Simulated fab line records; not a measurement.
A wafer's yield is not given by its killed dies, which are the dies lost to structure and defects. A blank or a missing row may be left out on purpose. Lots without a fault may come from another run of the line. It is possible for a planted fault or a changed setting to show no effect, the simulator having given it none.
fab line records | flow n5Finfet | part 1 of 2: steps 1 to 4 of 6
[record] lots = 22 | wafers = 66 | lastDay = 18
route steps=1938 shown SDB@363 HKMG_FIN@400
lots that met no fault: from a run of the same line without faults
startH: the number of hours between the record's first day and the start of the first shown wafer of the lot | waitH: how many hours have passed since the lot's step before this one | " unchanged from the row above | L1.1+2: one row covering several wafers at once | - value missing, or start not given | * or withheld: withheld | < > ~ a bound
route shown NAME@n: names a module that has steps shown in the file, with the first one's number in the route | usual: the fault-free wafers' mean and standard deviation | same: alike in all rows | chamber/n: place in a boat | sites: the reading at each site | _std_site: the values' standard deviation | _edge_site: inner sites' mean taken away from outer sites' mean | radiusMm: how far each site lies from the wafer's centre | mask NAME#n: copy n | behind: the last tool/chamber to shape the wafer | hold: why the lot went on hold/how many hours it stayed there/how the hold came to an end | device: the transistor (n, p or np) that didn't switch | end of line: the route-end tests of the same wafers | a step without rows: its recipe alone | killed: the dies lost at the first sort to structure and to defects; this is not the yield of the wafer | map: the dies of a wafer, with x for killed, . for not killed, _ for no die there
set.NAME: the run value of the setting; set.NAME@STEP: its run value at that earlier step | model.NAME: the simulator's own value behind a step, which no gauge read
one table for each step of the route and one row for each wafer, over a sample of lots
services: a tool's chamber out of use, with start hour (startH, from the record's first day; less than 0 if before it), hours out, and reason
[[steps]]
[step N5_SDB_STRIP_21]
[recipe] chemistry = CF4 | resist = SiARC | powerW = 300 | biasPowerW = 75 | pressureMtorr = 50 | cf4FlowSccm = 150 | rfFrequencyHz = 6e+07
[usual] drypumpMotorCurrentA = 5.6/0.52 | oesProductAu = 0.79/0.099 | rfVppV = 270.4/1.4 | showerheadPlenumPTorr = 1.77/0.05 | throttleValvePct = 13.58/0.24
lot.wafer | tool       | chamber | startH | waitH | drypumpMotorCurrentA | oesProductAu | rfHoursCounterH | rfVppV | showerheadPlenumPTorr | throttleValvePct
L074.2    | rieDiel-02 | 3       | 66.23  | 0.0   | 6.5                  | 0.70         | 187             | 269.2  | 1.72                  | 13.48
L074.3    | "          | 1       | "      | "     | 5.3                  | 0.69         | 203             | 267.9  | 1.72                  | 13.70
L074.5    | "          | 3       | "      | "     | 6.5                  | 0.70         | -               | 269.8  | 1.72                  | 13.48
L075.1    | rieDiel-06 | 2       | 72.14  | 0.0   | 5.5                  | 0.91         | 20              | 269.2  | 1.83                  | 13.67
L075.5    | "          | 1       | "      | "     | 4.9                  | 0.84         | -               | 270.5  | 1.82                  | 13.29
L075.6    | "          | 2       | "      | "     | 5.5                  | 0.91         | -               | 271.7  | 1.83                  | 13.65
L076.1    | rieDiel-06 | 1       | 79.46  | 0.0   | 4.9                  | 0.84         | 81              | 271.0  | 1.82                  | 13.30
L076.3    | "          | 2       | "      | "     | 5.5                  | 0.90         | 22              | 271.5  | 1.83                  | 13.66
L076.5    | "          | 2       | "      | "     | 5.5                  | 0.89         | -               | 270.7  | 1.83                  | 13.67
L077.2    | rieDiel-01 | 1       | 83.50  | 0.0   | 6.7                  | 0.70         | 222             | 271.2  | 1.77                  | 13.99
L077.5    | "          | 0       | "      | "     | 6.0                  | 0.82         | -               | 270.3  | 1.81                  | 13.45
L077.6    | "          | 1       | "      | "     | 6.7                  | 0.70         | -               | 270.5  | 1.77                  | 14.00
L078.3    | rieDiel-02 | 2       | 89.31  | 0.0   | 5.4                  | 0.68         | 241             | 268.3  | 1.70                  | 13.90
L078.5    | "          | 2       | "      | "     | 5.4                  | 0.68         | -               | 269.1  | 1.70                  | 13.88
L078.6    | "          | 1       | "      | "     | 5.3                  | 0.69         | -               | 269.7  | 1.71                  | 13.72
L080.2    | rieDiel-06 | 2       | 106.52 | 0.0   | 5.5                  | 0.88         | 32              | 271.7  | 1.82                  | 13.66
L080.3    | "          | 0       | "      | "     | 5.5                  | 0.69         | 236             | 268.4  | 1.70                  | 13.84
L080.6    | "          | 1       | "      | "     | 4.9                  | 0.82         | -               | 269.3  | 1.82                  | 13.30
L081.1    | rieDiel-06 | 1       | 109.74 | 0.0   | 4.9                  | 0.82         | 92              | 270.3  | 1.82                  | 13.31
L081.4    | "          | 0       | "      | "     | 5.5                  | 0.70         | 238             | 269.3  | 1.69                  | 13.84
L081.6    | "          | 3       | "      | "     | 5.3                  | 0.68         | -               | 270.4  | 1.77                  | 13.63
L082.1    | rieDiel-01 | 1       | 114.46 | 0.0   | 6.7                  | 0.69         | 236             | 271.8  | 1.77                  | 14.04
L082.2    | "          | 2       | "      | "     | 5.1                  | 0.70         | 226             | 271.0  | 1.78                  | 13.59
L082.5    | "          | 0       | "      | "     | 6.0                  | 0.81         | -               | 271.1  | 1.81                  | 13.48
L083.2    | rieDiel-06 | 1       | 122.30 | 0.0   | 4.9                  | 0.81         | 100             | 272.8  | 1.81                  | 13.33
L083.5    | "          | 0       | "      | "     | 5.5                  | 0.69         | -               | 268.9  | 1.69                  | 13.86
L083.6    | "          | 1       | "      | "     | 4.9                  | 0.81         | -               | 270.4  | 1.81                  | 13.31
L084.1    | rieDiel-06 | 2       | 130.95 | 0.0   | 5.5                  | 0.86         | 46              | 272.2  | 1.82                  | 13.73
L084.5    | "          | 2       | "      | "     | 5.5                  | 0.86         | -               | 270.6  | 1.82                  | 13.73
L084.6    | "          | 0       | "      | "     | 5.5                  | 0.69         | -               | 269.1  | 1.69                  | 13.87
L086.1    | rieDiel-02 | 1       | 141.70 | 0.0   | 5.3                  | 0.68         | 220             | 267.9  | 1.71                  | 13.74
L086.5    | "          | 0       | "      | "     | 5.6                  | 0.73         | -               | 268.1  | 1.72                  | 13.69
L086.6    | "          | 1       | "      | "     | 5.4                  | 0.68         | -               | 268.5  | 1.71                  | 13.74
L087.2    | rieDiel-02 | 1       | 151.67 | 0.0   | 5.3                  | 0.68         | 225             | 266.9  | 1.71                  | 13.75
L087.3    | "          | 0       | "      | "     | 5.6                  | 0.73         | -               | 269.0  | 1.72                  | 13.70
L087.5    | "          | 1       | "      | "     | 5.4                  | 0.68         | -               | 269.7  | 1.71                  | 13.76
L088.1    | rieDiel-02 | 0       | 152.59 | 0.0   | 5.6                  | 0.72         | 177             | 268.3  | 1.72                  | 13.71
L088.3    | "          | 0       | "      | "     | 5.6                  | 0.73         | -               | 267.7  | 1.72                  | 13.70
L088.5    | "          | 0       | "      | "     | 5.6                  | 0.73         | -               | 269.7  | 1.72                  | 13.70
L089.1    | rieDiel-02 | 2       | 158.78 | 0.0   | 5.4                  | 0.99         | 0               | 274.2  | 1.90                  | 13.34
L089.2    | "          | 0       | "      | "     | 5.6                  | 0.72         | 180             | 270.1  | 1.72                  | 13.70
L089.5    | "          | 0       | "      | "     | 5.6                  | 0.73         | -               | 270.2  | 1.72                  | 13.69
L090.1    | rieDiel-01 | 1       | 169.21 | 0.0   | 6.7                  | 0.95         | 3               | 270.8  | 1.77                  | 13.49
L090.3    | "          | 3       | "      | "     | 6.1                  | 0.91         | 14              | 268.7  | 1.77                  | 13.51
L090.4    | "          | 3       | "      | "     | 6.0                  | 0.91         | -               | 271.4  | 1.77                  | 13.52
L091.1    | rieDiel-06 | 1       | 170.97 | 0.0   | 4.9                  | 0.80         | 120             | 271.7  | 1.81                  | 13.39
L091.2    | "          | 3       | "      | "     | 5.3                  | 0.91         | 13              | 270.6  | 1.77                  | 13.11
L091.5    | "          | 0       | "      | "     | 5.5                  | 0.97         | -               | 273.0  | 1.90                  | 13.28
L092.1    | rieDiel-06 | 1       | 180.62 | 0.0   | 4.9                  | 0.80         | 123             | 271.5  | 1.81                  | 13.38
L092.2    | "          | 2       | "      | "     | 5.5                  | 0.84         | 60              | 271.6  | 1.82                  | 13.77
L092.3    | "          | 3       | "      | "     | 5.3                  | 0.91         | 16              | 271.7  | 1.77                  | 13.13
L093.1    | rieDiel-06 | 3       | 183.89 | 0.0   | 5.3                  | 0.90         | 17              | 269.6  | 1.76                  | 13.12
L093.4    | "          | 1       | "      | "     | 4.9                  | 0.79         | 124             | 271.8  | 1.81                  | 13.38
L093.5    | "          | 2       | "      | "     | 5.5                  | 0.83         | -               | 271.1  | 1.82                  | 13.77
L094.2    | rieDiel-01 | 2       | 188.02 | 0.0   | 5.1                  | 0.97         | 2               | 268.2  | 1.77                  | 13.05
L094.4    | "          | 1       | "      | "     | 6.7                  | 0.93         | 9               | 269.9  | 1.76                  | 13.51
L094.5    | "          | 2       | "      | "     | 5.1                  | 0.97         | -               | 270.2  | 1.77                  | 13.04
L095.2    | rieDiel-01 | 3       | 195.28 | 0.0   | 6.1                  | 0.88         | 22              | 270.2  | 1.77                  | 13.52
L095.3    | "          | 0       | "      | "     | 6.0                  | 0.77         | 129             | 270.2  | 1.80                  | 13.56
L095.4    | "          | 1       | "      | "     | 6.7                  | 0.92         | 11              | 270.3  | 1.76                  | 13.52
L096.2    | rieDiel-01 | 2       | 199.36 | 0.0   | 5.1                  | 0.95         | 6               | 270.9  | 1.77                  | 13.06
L096.3    | "          | 0       | "      | "     | 6.0                  | 0.77         | 130             | 272.2  | 1.80                  | 13.56
L096.6    | "          | 1       | "      | "     | 6.7                  | 0.92         | -               | 270.5  | 1.76                  | 13.52
L097.1    | rieDiel-01 | 3       | 206.87 | 0.0   | 6.0                  | 0.88         | 26              | 270.3  | 1.77                  | 13.54
L097.5    | "          | 1       | "      | "     | 6.7                  | 0.92         | -               | 272.2  | 1.76                  | 13.54
L097.6    | "          | 2       | "      | "     | 5.2                  | 0.95         | -               | 270.5  | 1.77                  | 13.05
[step N5_SDB_ALD_29]
[recipe] material = SiNx | targetThkA = 300 | tempC = 400 | aldPrecursorFamily = SiH2I2 | aldCoReactant = N2/H2-plasma | pulseTimeS = 1 | aldCycles = 600 | purgeTimeS = 2 | coReactantPurgeTimeS = 2 | pressureTorr = 2
[usual] heaterPowerW = 824/48 | precursorPulseHeightRel = 1.000/0.022
[same] aldCycles = 600
lot.wafer | tool      | chamber | startH | waitH | heaterPowerW | precursorPulseHeightRel
L074.2    | aldSin-04 | 2       | 67.48  | 0.0   | 819          | 0.993
L074.3    | "         | 0       | "      | "     | 816          | 0.995
L074.5    | "         | 3       | 68.84  | 1.4   | 792          | 0.996
L075.1    | aldSin-02 | 1       | 73.86  | 0.4   | 839          | 0.963
L075.5    | "         | 0       | 75.21  | 1.8   | 946          | 0.988
L075.6    | "         | 3       | "      | "     | 814          | 0.987
L076.1    | aldSin-01 | 2       | 80.04  | 0.0   | 901          | 1.001
L076.3    | "         | 3       | "      | "     | 790          | 1.005
L076.5    | "         | 1       | 81.39  | 1.4   | 769          | 1.022
L077.2    | aldSin-02 | 0       | 84.09  | 0.0   | 942          | 1.001
L077.5    | "         | 1       | 85.44  | 1.4   | 807          | 1.049
L077.6    | "         | 2       | "      | "     | 767          | 1.030
L078.3    | aldSin-01 | 0       | 90.61  | 0.0   | 815          | 1.020
L078.5    | "         | 3       | 91.97  | 1.4   | 774          | 1.003
L078.6    | "         | 0       | "      | "     | 873          | 0.982
L080.2    | aldSin-04 | 3       | 108.34 | 0.0   | 811          | 0.980
L080.3    | "         | 1       | "      | "     | 815          | 1.010
L080.6    | "         | 3       | 109.69 | 1.4   | 828          | 1.028
L081.1    | aldSin-01 | 3       | 110.41 | 0.0   | 773          | 0.990
L081.4    | "         | 1       | "      | "     | 741          | 1.022
L081.6    | "         | 0       | 111.76 | 1.4   | 843          | 0.993
L082.1    | aldSin-04 | 3       | 115.97 | 0.0   | 801          | 1.037
L082.2    | "         | 1       | "      | "     | 807          | 0.955
L082.5    | "         | 2       | 117.33 | 1.4   | 834          | 0.976
L083.2    | aldSin-02 | 3       | 124.84 | 0.1   | 808          | 0.976
L083.5    | "         | 3       | 126.19 | 1.4   | 805          | 0.954
L083.6    | "         | 2       | "      | "     | 785          | 0.983
L084.1    | aldSin-04 | 2       | 131.54 | 0.0   | 843          | 1.020
L084.5    | "         | 1       | 132.89 | 1.4   | 820          | 0.990
L084.6    | "         | 3       | "      | "     | 839          | 0.981
L086.1    | aldSin-01 | 0       | 142.29 | 0.0   | 844          | 0.984
L086.5    | "         | 2       | 143.64 | 1.4   | 929          | 0.996
L086.6    | "         | 3       | "      | "     | 788          | 0.997
L087.2    | aldSin-04 | 1       | 152.33 | 0.0   | 826          | 1.000
L087.3    | "         | 3       | "      | "     | 828          | 0.987
L087.5    | "         | 1       | 153.68 | 1.4   | 782          | 1.012
L088.1    | aldSin-01 | 2       | 154.31 | 0.8   | 925          | 0.997
L088.3    | "         | 3       | "      | "     | 770          | 0.990
L088.5    | "         | 2       | 155.66 | 2.1   | 916          | 0.988
L089.1    | aldSin-02 | 0       | 159.36 | 0.0   | 945          | 0.975
L089.2    | "         | 2       | "      | "     | 765          | 1.026
L089.5    | "         | 3       | 160.71 | 1.4   | 814          | 1.012
L090.1    | aldSin-04 | 0       | 170.45 | 0.7   | 812          | 1.017
L090.3    | "         | 2       | "      | "     | 827          | 1.014
L090.4    | "         | 1       | "      | "     | 817          | 0.985
L091.1    | aldSin-02 | 0       | 171.56 | 0.0   | 921          | 1.019
L091.2    | "         | 1       | "      | "     | 830          | 0.974
L091.5    | "         | 1       | 172.91 | 1.4   | 824          | 0.995
L092.1    | aldSin-04 | 1       | 182.13 | 0.9   | 801          | 0.971
L092.2    | "         | 0       | "      | "     | 807          | 0.989
L092.3    | "         | 3       | "      | "     | 807          | 1.011
L093.1    | aldSin-02 | 1       | 185.96 | 1.5   | 835          | 0.990
L093.4    | "         | 2       | "      | "     | 760          | 0.983
L093.5    | "         | 3       | 187.31 | 2.9   | 810          | 0.981
L094.2    | aldSin-04 | 1       | 190.06 | 1.5   | 828          | 1.030
L094.4    | "         | 0       | "      | "     | 815          | 0.990
L094.5    | "         | 3       | 191.41 | 2.8   | 853          | 0.976
L095.2    | aldSin-04 | 1       | 195.87 | 0.0   | 817          | 0.980
L095.3    | "         | 3       | "      | "     | 841          | 0.997
L095.4    | "         | 0       | "      | "     | 797          | 1.014
L096.2    | aldSin-01 | 3       | 200.09 | 0.0   | 757          | 0.990
L096.3    | "         | 1       | "      | "     | 833          | 1.004
L096.6    | "         | 3       | 201.44 | 1.4   | 748          | 0.974
L097.1    | aldSin-04 | 0       | 207.96 | 0.0   | 817          | 1.013
L097.5    | "         | 0       | 209.31 | 1.4   | 806          | 1.013
L097.6    | "         | 3       | "      | "     | 821          | 1.008
[step N5_HKMG_FIN_INSPECT_61]
[recipe] mode = adi | inspectInstrument = macro
[usual] rawDefectCount = 2.0/1.3
lot.wafer | tool             | chamber | startH | waitH | rawDefectCount
L074.2    | defectInspect-02 | -       | 72.13  | 0.0   | 2
L074.3    | "                | -       | "      | "     | 1
L074.5    | "                | -       | "      | "     | 2
L075.1    | defectInspect-02 | -       | 78.66  | 0.0   | 1
L075.5    | "                | -       | "      | "     | 0
L075.6    | "                | -       | "      | "     | 2
L076.1    | defectInspect-02 | -       | 84.68  | 0.0   | 0
L076.3    | "                | -       | "      | "     | 1
L076.5    | "                | -       | "      | "     | 2
L077.2    | defectInspect-01 | -       | 88.91  | 0.0   | 2
L077.5    | "                | -       | "      | "     | 1
L077.6    | "                | -       | "      | "     | 3
L078.3    | defectInspect-01 | -       | 95.30  | 0.0   | 2
L078.5    | "                | -       | "      | "     | 2
L078.6    | "                | -       | "      | "     | 4
L080.2    | defectInspect-02 | -       | 112.85 | 0.0   | 2
L080.3    | "                | -       | "      | "     | 3
L080.6    | "                | -       | "      | "     | 0
L081.1    | defectInspect-02 | -       | 115.10 | 0.0   | 2
L081.4    | "                | -       | "      | "     | 2
L081.6    | "                | -       | "      | "     | 0
L082.1    | defectInspect-01 | -       | 120.75 | 0.0   | 2
L082.2    | "                | -       | "      | "     | 6
L082.5    | "                | -       | "      | "     | 0
L083.2    | defectInspect-01 | -       | 129.68 | 0.0   | 3
L083.5    | "                | -       | "      | "     | 2
L083.6    | "                | -       | "      | "     | 2
L084.1    | defectInspect-01 | -       | 136.43 | 0.0   | 1
L084.5    | "                | -       | "      | "     | 1
L084.6    | "                | -       | "      | "     | 1
L086.1    | defectInspect-02 | -       | 146.94 | 0.0   | 1
L086.5    | "                | -       | "      | "     | 4
L086.6    | "                | -       | "      | "     | 2
L087.2    | defectInspect-01 | -       | 157.09 | 0.0   | 2
L087.3    | "                | -       | "      | "     | 1
L087.5    | "                | -       | "      | "     | 1
L088.1    | defectInspect-02 | -       | 159.06 | 0.0   | 4
L088.3    | "                | -       | "      | "     | 0
L088.5    | "                | -       | "      | "     | 2
L089.1    | defectInspect-02 | -       | 164.04 | 0.0   | 4
L089.2    | "                | -       | "      | "     | 2
L089.5    | "                | -       | "      | "     | 3
L090.1    | defectInspect-01 | -       | 174.97 | 0.0   | 4
L090.3    | "                | -       | "      | "     | 3
L090.4    | "                | -       | "      | "     | 1
L091.1    | defectInspect-01 | -       | 176.20 | 0.0   | 2
L091.2    | "                | -       | "      | "     | 4
L091.5    | "                | -       | "      | "     | 3
L092.1    | defectInspect-02 | -       | 186.65 | 0.0   | 1
L092.2    | "                | -       | "      | "     | 1
L092.3    | "                | -       | "      | "     | 3
L093.1    | defectInspect-01 | -       | 190.61 | 0.0   | 2
L093.4    | "                | -       | "      | "     | 2
L093.5    | "                | -       | "      | "     | 1
L094.2    | defectInspect-02 | -       | 194.70 | 0.0   | 3
L094.4    | "                | -       | "      | "     | 1
L094.5    | "                | -       | "      | "     | 2
L095.2    | defectInspect-01 | -       | 200.56 | 0.0   | 1
L095.3    | "                | -       | "      | "     | 2
L095.4    | "                | -       | "      | "     | 1
L096.2    | defectInspect-02 | -       | 205.06 | 0.0   | 1
L096.3    | "                | -       | "      | "     | 2
L096.6    | "                | -       | "      | "     | 1
L097.1    | defectInspect-01 | -       | 212.68 | 0.0   | 2
L097.5    | "                | -       | "      | "     | 2
L097.6    | "                | -       | "      | "     | 1
[step N5_HKMG_FIN_STRIP_57]
[recipe] chemistry = CF4 | resist = SiARC | powerW = 300 | biasPowerW = 75 | pressureMtorr = 50 | cf4FlowSccm = 150 | rfFrequencyHz = 6e+07
[usual] drypumpMotorCurrentA = 5.7/0.54 | oesProductAu = 0.79/0.098 | rfVppV = 270.8/1.6 | showerheadPlenumPTorr = 1.78/0.053 | throttleValvePct = 13.57/0.24
lot.wafer | tool       | chamber | startH | waitH | drypumpMotorCurrentA | oesProductAu | rfHoursCounterH | rfVppV | showerheadPlenumPTorr | throttleValvePct
L074.2    | rieDiel-01 | 2       | 72.45  | 0.0   | 5.2                  | 0.71         | 210             | 269.3  | 1.78                  | 13.55
L074.3    | "          | 0       | "      | "     | 6.0                  | 0.83         | 76              | 271.6  | 1.81                  | 13.44
L074.5    | "          | 3       | "      | "     | 6.1                  | 0.68         | -               | 272.0  | 1.78                  | 14.02
L075.1    | rieDiel-02 | 2       | 78.97  | 0.0   | 5.4                  | 0.69         | 238             | 269.9  | 1.70                  | 13.86
L075.5    | "          | 0       | "      | "     | 5.6                  | 0.74         | -               | 269.4  | 1.72                  | 13.65
L075.6    | "          | 1       | "      | "     | 5.4                  | 0.69         | -               | 269.3  | 1.71                  | 13.71
L076.1    | rieDiel-06 | 0       | 85.00  | 0.0   | 5.6                  | 0.71         | 227             | 270.1  | 1.70                  | 13.81
L076.3    | "          | 2       | "      | "     | 5.5                  | 0.90         | 23              | 272.4  | 1.83                  | 13.67
L076.5    | "          | 1       | "      | "     | 4.9                  | 0.83         | -               | 272.6  | 1.82                  | 13.30
L077.2    | rieDiel-01 | 1       | 90.22  | 0.0   | 6.7                  | 0.70         | 225             | 269.3  | 1.77                  | 14.01
L077.5    | "          | 1       | "      | "     | 6.7                  | 0.70         | -               | 271.1  | 1.77                  | 14.02
L077.6    | "          | 2       | "      | "     | 5.1                  | 0.70         | -               | 271.2  | 1.78                  | 13.57
L078.3    | rieDiel-02 | 2       | 95.65  | 0.0   | 5.4                  | 0.68         | 244             | 269.4  | 1.70                  | 13.90
L078.5    | "          | 3       | "      | "     | 6.5                  | 0.69         | -               | 268.1  | 1.72                  | 13.48
L078.6    | "          | 2       | "      | "     | 5.4                  | 0.68         | -               | 268.2  | 1.70                  | 13.88
L080.2    | rieDiel-06 | 0       | 113.92 | 0.0   | 5.5                  | 0.70         | 240             | 269.9  | 1.69                  | 13.84
L080.3    | "          | 2       | "      | "     | 5.5                  | 0.87         | 35              | 270.6  | 1.82                  | 13.72
L080.6    | "          | 3       | "      | "     | 5.3                  | 0.67         | -               | 270.3  | 1.77                  | 13.63
L081.1    | rieDiel-06 | 2       | 116.37 | 0.0   | 5.5                  | 0.87         | 37              | 273.4  | 1.82                  | 13.71
L081.4    | "          | 0       | "      | "     | 5.5                  | 0.70         | -               | 269.5  | 1.69                  | 13.85
L081.6    | "          | 2       | "      | "     | 5.5                  | 0.87         | -               | 273.1  | 1.82                  | 13.69
L082.1    | rieDiel-01 | 2       | 122.01 | 0.0   | 5.2                  | 0.69         | 231             | 271.2  | 1.77                  | 13.62
L082.2    | "          | 0       | "      | "     | 6.0                  | 0.81         | 97              | 271.0  | 1.81                  | 13.49
L082.5    | "          | 0       | "      | "     | 6.0                  | 0.81         | -               | 270.8  | 1.81                  | 13.48
L083.2    | rieDiel-01 | 2       | 130.00 | 0.0   | 5.1                  | 0.69         | 235             | 270.3  | 1.77                  | 13.61
L083.5    | "          | 1       | "      | "     | 6.7                  | 0.68         | -               | 272.0  | 1.77                  | 14.05
L083.6    | "          | 2       | "      | "     | 5.1                  | 0.69         | -               | 269.4  | 1.77                  | 13.62
L084.1    | rieDiel-01 | 0       | 136.75 | 0.0   | 6.0                  | 0.80         | 105             | 271.8  | 1.80                  | 13.51
L084.5    | "          | 2       | "      | "     | 5.1                  | 0.68         | -               | 270.7  | 1.77                  | 13.61
L084.6    | "          | 1       | "      | "     | 6.7                  | 0.69         | -               | 269.5  | 1.77                  | 14.08
L086.1    | rieDiel-06 | 1       | 147.25 | 0.0   | 4.9                  | 0.79         | 112             | 271.4  | 1.81                  | 13.35
L086.5    | "          | 3       | "      | "     | 5.3                  | 0.94         | -               | 269.3  | 1.77                  | 13.08
L086.6    | "          | 2       | "      | "     | 5.5                  | 0.85         | -               | 271.2  | 1.82                  | 13.70
L087.2    | rieDiel-01 | 3       | 157.41 | 0.0   | 6.1                  | 0.92         | 8               | 270.5  | 1.78                  | 13.49
L087.3    | "          | 0       | "      | "     | 6.0                  | 0.78         | 115             | 271.7  | 1.80                  | 13.53
L087.5    | "          | 3       | "      | "     | 6.1                  | 0.92         | -               | 269.8  | 1.78                  | 13.51
L088.1    | rieDiel-02 | 0       | 159.43 | 0.0   | 5.6                  | 0.72         | 180             | 268.6  | 1.72                  | 13.71
L088.3    | "          | 2       | "      | "     | 5.4                  | 1.00         | 0               | 275.2  | 1.90                  | 13.33
L088.5    | "          | 2       | "      | "     | 5.4                  | 0.99         | -               | 272.5  | 1.90                  | 13.33
L089.1    | rieDiel-01 | 1       | 164.36 | 0.0   | 6.7                  | 0.97         | 1               | 270.1  | 1.77                  | 13.50
L089.2    | "          | 3       | "      | "     | 6.1                  | 0.92         | 12              | 270.2  | 1.77                  | 13.52
L089.5    | "          | 0       | "      | "     | 6.0                  | 0.79         | -               | 271.7  | 1.80                  | 13.52
L090.1    | rieDiel-01 | 1       | 175.28 | 0.0   | 6.7                  | 0.94         | 5               | 270.7  | 1.77                  | 13.50
L090.3    | "          | 3       | "      | "     | 6.1                  | 0.89         | 16              | 271.6  | 1.77                  | 13.52
L090.4    | "          | 0       | "      | "     | 6.0                  | 0.79         | -               | 271.6  | 1.80                  | 13.54
L091.1    | rieDiel-06 | 3       | 176.52 | 0.0   | 5.3                  | 0.91         | 15              | 270.0  | 1.77                  | 13.11
L091.2    | "          | 2       | "      | "     | 5.5                  | 0.84         | 59              | 272.5  | 1.82                  | 13.75
L091.5    | "          | 1       | "      | "     | 4.9                  | 0.79         | -               | 271.8  | 1.81                  | 13.37
L092.1    | rieDiel-06 | 3       | 187.10 | 0.0   | 5.3                  | 0.91         | 19              | 271.3  | 1.76                  | 13.13
L092.2    | "          | 1       | "      | "     | 5.0                  | 0.79         | 125             | 271.4  | 1.81                  | 13.39
L092.3    | "          | 0       | "      | "     | 5.5                  | 0.95         | 7               | 274.7  | 1.90                  | 13.28
L093.1    | rieDiel-06 | 1       | 190.95 | 0.0   | 4.9                  | 0.80         | 127             | 271.6  | 1.81                  | 13.39
L093.4    | "          | 3       | "      | "     | 5.3                  | 0.89         | 20              | 271.4  | 1.76                  | 13.13
L093.5    | "          | 3       | "      | "     | 5.3                  | 0.89         | -               | 271.0  | 1.76                  | 13.13
L094.2    | rieDiel-06 | 2       | 195.04 | 0.0   | 5.5                  | 0.84         | 65              | 272.3  | 1.81                  | 13.77
L094.4    | "          | 1       | "      | "     | 4.9                  | 0.79         | 128             | 270.9  | 1.81                  | 13.39
L094.5    | "          | 0       | "      | "     | 5.5                  | 0.94         | -               | 274.5  | 1.90                  | 13.30
L095.2    | rieDiel-02 | 1       | 200.87 | 0.0   | 5.3                  | 0.67         | 244             | 269.7  | 1.71                  | 13.79
L095.3    | "          | 0       | "      | "     | 5.6                  | 0.72         | 193             | 269.6  | 1.72                  | 13.75
L095.4    | "          | 2       | "      | "     | 5.4                  | 0.93         | 14              | 272.0  | 1.90                  | 13.35
L096.2    | rieDiel-02 | 0       | 205.37 | 0.0   | 5.6                  | 0.71         | 195             | 269.3  | 1.71                  | 13.74
L096.3    | "          | 2       | "      | "     | 5.4                  | 0.92         | 16              | 273.3  | 1.90                  | 13.36
L096.6    | "          | 2       | "      | "     | 5.4                  | 0.93         | -               | 273.7  | 1.90                  | 13.37
L097.1    | rieDiel-06 | 1       | 212.99 | 0.0   | 4.9                  | 0.78         | 133             | 271.1  | 1.80                  | 13.41
L097.5    | "          | 0       | "      | "     | 5.5                  | 0.92         | -               | 273.8  | 1.90                  | 13.30
L097.6    | "          | 3       | "      | "     | 5.3                  | 0.89         | -               | 269.2  | 1.76                  | 13.15
